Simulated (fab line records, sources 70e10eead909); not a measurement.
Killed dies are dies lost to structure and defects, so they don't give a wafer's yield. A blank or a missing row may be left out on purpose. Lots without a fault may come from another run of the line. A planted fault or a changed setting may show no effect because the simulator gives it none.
Which tool did it? | flow nand_harc | 13 lots, 39 wafers sampled, at 5 steps of a route of 1159

WHAT THE GAUGES READ, wafer by wafer
NHARC_A_SLIT_CD_MEAS_21. Usual: cd_nm 290.1 nm, standard deviation 1.1.
lot  | measured     | on        | cd_nm (nm)        | flag
L162 | day 14 12:58 | cd_sem-01 | 289.5 290.6 289.8 |
L163 | day 14 13:06 | cd_sem-02 | 289.7 292.2 289.9 |
L164 | day 14 21:05 | cd_sem-03 | 288.8 290.8 292.0 |
L166 | day 15 12:17 | cd_sem-03 | 289.4 290.7 290.0 |
L168 | day 15 20:38 | cd_sem-02 | 290.6 289.3 288.8 |
L172 | day 16 20:58 | cd_sem-01 | 289.3 289.6 289.6 |
L171 | day 16 19:17 | cd_sem-02 | 290.5 289.0 291.0 |
L175 | day 17 11:38 | cd_sem-02 | 291.3 291.6 291.3 |
L173 | day 17 10:26 | cd_sem-02 | 290.0 291.2 291.9 |
L174 | day 17 12:14 | cd_sem-01 | 289.9 289.6 289.6 |
L181 | day 19 08:37 | cd_sem-01 | 291.0 289.8 289.5 |
L185 | day 19 19:41 | cd_sem-01 | 290.1 288.8 288.2 |
L184 | day 19 21:23 | cd_sem-03 | 290.4 290.2 290.9 |

NHARC_END_SORT_01. Usual: killed_at_array 27, standard deviation 9.9; killed_at_other 0.5, standard deviation 0.76; killed_at_periphery 3.4, standard deviation 2.2; killed_dies 31, standard deviation 10; killed_open 3.3, standard deviation 2; killed_short 2.0, standard deviation 1.5.
lot  | measured     | on        | killed_at_array | killed_at_other | killed_at_periphery | killed_dies | killed_open | killed_short | flag
L166 | day 20 12:49 | prober-01 | 31 20 19        | 0 0 0           | 3 2 0               | 34 22 19    | 7 4 4       | 5 2 2        |

WHICH TOOL RAN EACH LOT (tool, then ch and the chambers of the sampled wafers, then the start)
lot  | NHARC_A_SGD_CUT_ETCH_58            | NHARC_A_SGD_CUT_CMP_21        | NHARC_A_SLIT_EXPOSE_06
L162 | rie_diel-07 ch 0,3, day 13 23:41   | cmp-01 ch 0,1,3, day 14 05:37 | arfi_scanner-01 ch 0, day 14 09:13
L163 | rie_diel-04 ch 1,2,3, day 13 23:59 | cmp-02 ch 0,1,2, day 14 05:35 | arfi_scanner-02 ch 0, day 14 09:23
L164 | rie_diel-07 ch 1,2, day 14 05:34   | cmp-01 ch 1,2, day 14 10:51   | arfi_scanner-03 ch 0, day 14 15:08
L166 | rie_diel-03 ch 0,2,3, day 14 19:35 | cmp-01 ch 0,1, day 15 01:58   | arfi_scanner-03 ch 0, day 15 05:51
L168 | rie_diel-03 ch 0,2,3, day 15 07:29 | cmp-03 ch 0,1,2, day 15 12:31 | arfi_scanner-03 ch 0, day 15 16:55
L172 | rie_diel-07 ch 0,1,3, day 16 04:34 | cmp-03 ch 0,2,3, day 16 10:10 | arfi_scanner-01 ch 0, day 16 16:12
L171 | rie_diel-03 ch 1,2,3, day 16 04:50 | cmp-02 ch 0,1,2, day 16 10:10 | arfi_scanner-01 ch 0, day 16 15:34
L175 | rie_diel-04 ch 0,1, day 16 19:30   | cmp-03 ch 1,2,3, day 17 00:55 | arfi_scanner-01 ch 0, day 17 05:51
L173 | rie_diel-07 ch 0,1,3, day 16 19:51 | cmp-02 ch 0,1,3, day 17 00:54 | arfi_scanner-01 ch 0, day 17 04:32
L174 | rie_diel-03 ch 1,2, day 16 21:30   | cmp-01 ch 0,2, day 17 01:02   | arfi_scanner-02 ch 0, day 17 06:05
L181 | rie_diel-04 ch 0,2,3, day 18 17:23 | cmp-02 ch 0,1,2, day 19 00:02 | arfi_scanner-01 ch 0, day 19 03:41
L185 | rie_diel-04 ch 0,1,2, day 19 07:13 | cmp-02 ch 0,2,3, day 19 12:20 | arfi_scanner-03 ch 0, day 19 15:58
L184 | rie_diel-07 ch 1,2, day 19 07:36   | cmp-01 ch 0,2, day 19 12:18   | arfi_scanner-03 ch 0, day 19 16:56
- NHARC_A_SGD_CUT_ETCH_58: etches the open film in CF4, target depth 39 nm, time 65 s.
- NHARC_A_SGD_CUT_CMP_21: polishes, target thk 148.19 nm.
- NHARC_A_SLIT_EXPOSE_06: exposes mask SLIT.

WHAT THE TOOLS THEMSELVES READ (means of the sampled wafers that have a number; where no wafer has one, the mark that the record gives instead)
NHARC_A_SGD_CUT_ETCH_58. Usual: drypump_motor_current_A 5.6 A, standard deviation 0.44; mfc_ar_sccm 0.018 sccm, standard deviation 0.013; oes_product_au 0.997 a.u., standard deviation 0.017; rf_vpp_V 151.3 V, standard deviation 1.3; showerhead_plenum_p_Torr 1.77 Torr, standard deviation 0.068; throttle_valve_pct 13.285 %, standard deviation 0.0088.
lot  | tool        | drypump_motor_current_A (A) | mfc_ar_sccm (sccm) | oes_product_au (a.u.) | rf_vpp_V (V) | showerhead_plenum_p_Torr (Torr) | throttle_valve_pct (%) | flag
L162 | rie_diel-07 | 5.8                         | 0.025              | 1.010                 | 151.4        | 1.80                            | 13.285                 |
L163 | rie_diel-04 | 5.7                         | 0.006              | 0.984                 | 151.4        | 1.77                            | 13.300                 |
L164 | rie_diel-07 | 6.0                         | 0.009              | 0.988                 | 150.1        | 1.68                            | 13.278                 |
L166 | rie_diel-03 | 5.1                         | 0.027              | 1.001                 | 152.5        | 1.83                            | 13.283                 |
L168 | rie_diel-03 | 5.1                         | 0.027              | 1.006                 | 151.9        | 1.83                            | 13.285                 |
L172 | rie_diel-07 | 6.0                         | 0.016              | 1.001                 | 151.2        | 1.73                            | 13.286                 |
L171 | rie_diel-03 | 5.1                         | 0.017              | 0.998                 | 152.6        | 1.83                            | 13.282                 |
L175 | rie_diel-04 | 5.9                         | 0.012              | 0.995                 | 151.8        | 1.75                            | 13.282                 |
L173 | rie_diel-07 | 6.0                         | 0.016              | 1.002                 | 150.4        | 1.73                            | 13.280                 |
L174 | rie_diel-03 | 5.3                         | 0.010              | 1.002                 | 149.8        | 1.78                            | 13.276                 |
L181 | rie_diel-04 | 5.5                         | 0.018              | 1.002                 | 150.5        | 1.76                            | 13.281                 |
L185 | rie_diel-04 | 5.6                         | 0.018              | 0.993                 | 150.8        | 1.74                            | 13.289                 |
L184 | rie_diel-07 | 6.0                         | 0.009              | 0.989                 | 149.8        | 1.68                            | 13.283                 |

NHARC_A_SGD_CUT_CMP_21. Usual: motor_current_A 12.0 A, standard deviation 1.4; time_to_endpoint_s 49 s, standard deviation 3.5.
lot  | tool   | motor_current_A (A) | time_to_endpoint_s (s) | flag
L162 | cmp-01 | 10.8                | 48                     |
L163 | cmp-02 | 11.9                | 52                     |
L164 | cmp-01 | 14.2                | 52                     |
L166 | cmp-01 | 11.2                | 48                     |
L168 | cmp-03 | 12.6                | 46                     |
L172 | cmp-03 | 12.2                | 48                     |
L171 | cmp-02 | 11.4                | 48                     |
L175 | cmp-03 | 11.9                | 46                     |
L173 | cmp-02 | 12.7                | 49                     |
L174 | cmp-01 | 10.8                | 54                     |
L181 | cmp-02 | 11.5                | 52                     |
L185 | cmp-02 | 11.4                | 50                     |
L184 | cmp-01 | 10.9                | 52                     |

NHARC_A_SLIT_EXPOSE_06. Usual: exposure_dose_mJ_cm2 60.78, standard deviation 0.063.
lot  | tool            | exposure_dose_mJ_cm2 | flag
L162 | arfi_scanner-01 | 60.70                |
L163 | arfi_scanner-02 | 60.74                |
L164 | arfi_scanner-03 | 60.74                |
L166 | arfi_scanner-03 | 60.89                |
L168 | arfi_scanner-03 | 60.71                |
L172 | arfi_scanner-01 | 60.74                |
L171 | arfi_scanner-01 | 60.81                |
L175 | arfi_scanner-01 | 62.61                | OFF
L173 | arfi_scanner-01 | 60.79                |
L174 | arfi_scanner-02 | 60.80                |
L181 | arfi_scanner-01 | 62.18                | OFF
L185 | arfi_scanner-03 | 60.79                |
L184 | arfi_scanner-03 | 60.77                |

THE ANSWER, worked out from the rows above alone
Rule: a lot is off if the mean of its wafers that have a number lies more than 3 standard deviations from the usual mean. A lot without any number at a reading at which 4 lots or more have one is off too. The other lots that the step has rows for count as sound. The gauges are gone through in route order, then the tools' own readings, and for those a lot's mean is taken as printed above. The first step at which some lot is off is used, and at that step the reading that is off furthest; a lot without a number counts as furthest.
Off: L175, L181, at NHARC_A_SLIT_EXPOSE_06 (exposure_dose_mJ_cm2).
A tool fits if, at that step or a process step before it, it ran every lot that is off, and no sound lot after the first of them. One fits: arfi_scanner-01 at NHARC_A_SLIT_EXPOSE_06. Its last sound lot is L173 (day 17 04:32), its first lot that is off L175 (day 17 05:51): a fault that began between those two fits.
The tool's own readings at NHARC_A_SLIT_EXPOSE_06 bear it out: on the lots that are off they differ by more than 5 times the standard deviation of the sound lots' means. exposure_dose_mJ_cm2 reads 62.39 there against 60.77 on the sound lots.

WHAT THE SIMULATOR HAD PUT IN
Process parameter drift: arfi_scanner-01, from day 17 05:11 on, at NHARC_A_SLIT_EXPOSE_06. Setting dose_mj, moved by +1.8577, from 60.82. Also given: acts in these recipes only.
Lots struck among those shown: L175, L181. The rule above found the same.
